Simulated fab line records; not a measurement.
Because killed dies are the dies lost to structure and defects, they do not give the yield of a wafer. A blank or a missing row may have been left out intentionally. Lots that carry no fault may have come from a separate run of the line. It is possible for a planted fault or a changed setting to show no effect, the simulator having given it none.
Split-lot trial / flow n5-finfet / route with 1938 steps; 7 lots, 21 wafers read

ABOUT THE SPLIT
At N5_BEOL_M6_TRENCH_ETCH_37 (etches SiCOH lowk in C4F6/O2, target depth 94.435 nm, time 31.5 s), the setting time-s was moved away from the recipe's 31.5 s on 6 of the 21 wafers read, by -16.3% to +18.1%. For the rest of the wafers, this setting stayed at what the recipe calls for.

FROM THE SPLIT TO THE READING: what the file shows between them, 11 steps
- N5_BEOL_M6_ETCH_41: etches SiCN in CH3F/O2, target depth 29.7 nm, time 52 s
- N5_BEOL_M6_STRIP_80: strips in N2/H2, time 10 s
- N5_BEOL_M6_OCD_MEAS_38
- N5_BEOL_M6_HM_STRIP_39: strips TiN in peroxide tin strip, target depth 25 nm, time 158 s
- N5_BEOL_M6_SRD_40: time 30 s
- N5_BEOL_M6_ECD_50: material Cu, target thk 300 nm
- N5_BEOL_M6_ANNEAL_51: time 90 s
- N5_BEOL_M6_CMP_52: polishes, stops on SiCOH lowk, t overpolish 6.9 s, target thk 80 nm
- N5_BEOL_M6_THK_MEAS_53: measures by xrf
- N5_BEOL_M6_PRE_CLEAN_55: time 15 s
- N5_BEOL_M6_DEP_56: deposits SiCN from 3MS/NH3, target thk 10 nm, time 17.5 s

THE READING
Measured at N5_BEOL_M6_RS_MEAS_57 by four-point probe: M6_RS, in ohm/sq. On this fab line, fault-free wafers typically give 0.287 ohm/sq with a standard deviation of 0.0093 ohm/sq.

wafer=L082.1; tool, chamber at the split=rie-diel-06, 3; time-s as run, s=27.66; against the recipe=-12.2%; M6_RS, ohm/sq=0.343; against lot-mates on the recipe=+0.064
wafer=L082.2; tool, chamber at the split=rie-diel-06, 2; time-s as run, s=31.5; against the recipe=recipe; M6_RS, ohm/sq=0.284; against lot-mates on the recipe=-
wafer=L082.3; tool, chamber at the split=rie-diel-06, 1; time-s as run, s=31.5; against the recipe=recipe; M6_RS, ohm/sq=0.274; against lot-mates on the recipe=-
wafer=L083.4; tool, chamber at the split=rie-diel-06, 2; time-s as run, s=37.19; against the recipe=+18.1%; M6_RS, ohm/sq=0.229; against lot-mates on the recipe=-0.058
wafer=L083.5; tool, chamber at the split=rie-diel-06, 3; time-s as run, s=37.19; against the recipe=+18.1%; M6_RS, ohm/sq=0.225; against lot-mates on the recipe=-0.062
wafer=L083.6; tool, chamber at the split=rie-diel-06, 0; time-s as run, s=31.5; against the recipe=recipe; M6_RS, ohm/sq=0.287; against lot-mates on the recipe=-
wafer=L087.2; tool, chamber at the split=rie-diel-04, 0; time-s as run, s=28.38; against the recipe=-9.9%; M6_RS, ohm/sq=0.343; against lot-mates on the recipe=+0.044
wafer=L087.5; tool, chamber at the split=rie-diel-04, 0; time-s as run, s=31.5; against the recipe=recipe; M6_RS, ohm/sq=0.295; against lot-mates on the recipe=-
wafer=L087.6; tool, chamber at the split=rie-diel-04, 2; time-s as run, s=31.5; against the recipe=recipe; M6_RS, ohm/sq=0.303; against lot-mates on the recipe=-
wafer=L089.1; tool, chamber at the split=rie-diel-04, 1; time-s as run, s=31.5; against the recipe=recipe; M6_RS, ohm/sq=0.299; against lot-mates on the recipe=-
wafer=L089.5; tool, chamber at the split=rie-diel-04, 1; time-s as run, s=31.5; against the recipe=recipe; M6_RS, ohm/sq=0.298; against lot-mates on the recipe=-
wafer=L089.6; tool, chamber at the split=rie-diel-04, 0; time-s as run, s=31.5; against the recipe=recipe; M6_RS, ohm/sq=0.291; against lot-mates on the recipe=-
wafer=L088.2; tool, chamber at the split=rie-diel-04, 2; time-s as run, s=31.5; against the recipe=recipe; M6_RS, ohm/sq=0.296; against lot-mates on the recipe=-
wafer=L088.5; tool, chamber at the split=rie-diel-04, 0; time-s as run, s=31.5; against the recipe=recipe; M6_RS, ohm/sq=0.281; against lot-mates on the recipe=-
wafer=L088.6; tool, chamber at the split=rie-diel-04, 3; time-s as run, s=31.5; against the recipe=recipe; M6_RS, ohm/sq=0.273; against lot-mates on the recipe=-
wafer=L093.1; tool, chamber at the split=rie-diel-01, 1; time-s as run, s=31.5; against the recipe=recipe; M6_RS, ohm/sq=0.309; against lot-mates on the recipe=-
wafer=L093.3; tool, chamber at the split=rie-diel-01, 2; time-s as run, s=31.5; against the recipe=recipe; M6_RS, ohm/sq=0.290; against lot-mates on the recipe=-
wafer=L093.5; tool, chamber at the split=rie-diel-01, 2; time-s as run, s=31.5; against the recipe=recipe; M6_RS, ohm/sq=0.297; against lot-mates on the recipe=-
wafer=L094.1; tool, chamber at the split=rie-diel-01, 3; time-s as run, s=31.5; against the recipe=recipe; M6_RS, ohm/sq=0.276; against lot-mates on the recipe=-
wafer=L094.4; tool, chamber at the split=rie-diel-01, 1; time-s as run, s=26.36; against the recipe=-16.3%; M6_RS, ohm/sq=0.382; against lot-mates on the recipe=+0.106
wafer=L094.5; tool, chamber at the split=rie-diel-01, 0; time-s as run, s=26.36; against the recipe=-16.3%; M6_RS, ohm/sq=0.366; against lot-mates on the recipe=+0.090

THE FIT
A straight line over all 21 wafers: M6_RS changes by -0.00428 ohm/sq for each +1% of time-s; r = -0.96; the points scatter about the line by 0.011 ohm/sq.
The same after taking each lot's own level away (the mean of its wafers on the recipe; 21 wafers): -0.00454 ohm/sq for each +1%; r = -0.96; scatter 0.011 ohm/sq.
According to that fit, moving time-s by its largest amount changes the reading by 0.082 ohm/sq.
Measured against the standard deviation above, the lots' own levels, which go from 0.2760 to 0.2990 ohm/sq, span 2.5 times it.
Hence the lot-to-lot level has little effect on the slope; both slopes agree.
Check: with one of the wafers moved furthest among these (+18.1%) left out of the fit, the line predicts -0.0854 ohm/sq for it against its lot-mates. Against them it came out at -0.058 ohm/sq.

THE WHOLE CHAIN: every reading that the file lists as answering this split, in the file's order
step=N5_BEOL_M6_TRENCH_ETCH_37; what it does=etches SiCOH lowk in C4F6/O2, target depth 94.435 nm, time 31.5 s; reading=etch.depth-nm (the simulator's own value, which no gauge read); change (the file's fit)=+1.04 nm for each +1% of the setting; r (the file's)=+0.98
step=N5_BEOL_M6_TRENCH_ETCH_37; what it does=etches SiCOH lowk in C4F6/O2, target depth 94.435 nm, time 31.5 s; reading=BEOL_M6.feature-depth-nm (the simulator's own value, which no gauge read); change (the file's fit)=+1.04 nm for each +1% of the setting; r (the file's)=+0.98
step=N5_BEOL_M6_OCD_MEAS_38; what it does=; reading=trench-depth-nm; change (the file's fit)=+1.03 nm for each +1% of the setting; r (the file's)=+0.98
step=N5_BEOL_M6_CMP_52; what it does=polishes, stops on SiCOH lowk, t overpolish 6.9 s, target thk 80 nm; reading=Cu_of_BEOL_M6_ECD_50.thk-nm (the simulator's own value, which no gauge read); change (the file's fit)=+1.04 nm for each +1% of the setting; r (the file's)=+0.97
step=N5_BEOL_M6_THK_MEAS_53; what it does=measures by xrf; reading=M6_THK; change (the file's fit)=+1.04 for each +1% of the setting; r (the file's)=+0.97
step=N5_BEOL_M6_RS_MEAS_57; what it does=measures by four-point-probe; reading=M6_RS; change (the file's fit)=-0.00466 for each +1% of the setting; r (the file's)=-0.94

THE FILE'S OWN FIT
M6_RS changes by -0.00466 ohm/sq for each +1% of time-s, r = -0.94.
